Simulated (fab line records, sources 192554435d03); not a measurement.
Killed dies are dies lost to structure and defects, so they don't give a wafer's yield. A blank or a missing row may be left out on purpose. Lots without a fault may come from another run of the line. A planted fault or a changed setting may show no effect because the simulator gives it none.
Chamber matching | flow n5_finfet | N5_BEOL_M9_DEP_56 on pecvd-01: 3 sister chambers
The step deposits SiCN from 3MS/NH3, target thk 15 nm, time 26.5 s. 3 wafers are shown with their chamber, then 12 later ones without.

WAFERS WITH THEIR CHAMBER
wafer  | chamber | throttle_valve_pct (%)
L076.3 | 2       | 8.9
L076.4 | 1       | 8.0
L076.6 | 0       | 9.2

WAFERS WITHOUT THEIR CHAMBER
wafer  | throttle_valve_pct (%)
L088.2 | 9.2
L088.3 | 8.0
L088.6 | 8.0
L093.2 | 8.9
L093.4 | 9.0
L093.6 | 9.1
L096.2 | 8.9
L096.5 | 8.2
L096.6 | 9.1
L097.1 | 8.9
L097.5 | 9.0
L097.6 | 9.1

WHICH CHAMBER EACH WENT THROUGH
wafer  | from the rows above     | in truth
L088.2 | 0                       | 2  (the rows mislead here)
L088.3 | 1                       | 1
L088.6 | 1                       | 1
L093.2 | 2                       | 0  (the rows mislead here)
L093.4 | can't be placed: 2 or 0 | 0
L093.6 | can't be placed: 0 or 2 | 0
L096.2 | 2                       | 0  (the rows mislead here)
L096.5 | 1                       | 1
L096.6 | can't be placed: 0 or 2 | 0
L097.1 | 2                       | 2
L097.5 | can't be placed: 2 or 0 | 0
L097.6 | can't be placed: 0 or 2 | 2
Placed correctly: 4 of 12. Can't be placed from these rows: 5 (the true chamber is among the candidates in 5). Placed wrongly: 3.
How it was worked out, from the rows above alone: a wafer's distance from a chamber is the root of the sum, over the readings, of the square of ((its reading less the chamber's mean) divided by the reading's scatter). The wafer belongs to the nearest chamber; if the next one is less than 2 further off, it can't be placed. A chamber's mean is the mean of its shown wafers. The scatter: with one shown wafer a chamber, the root of the mean of the squares of how far each hidden wafer lies from its nearest shown one.
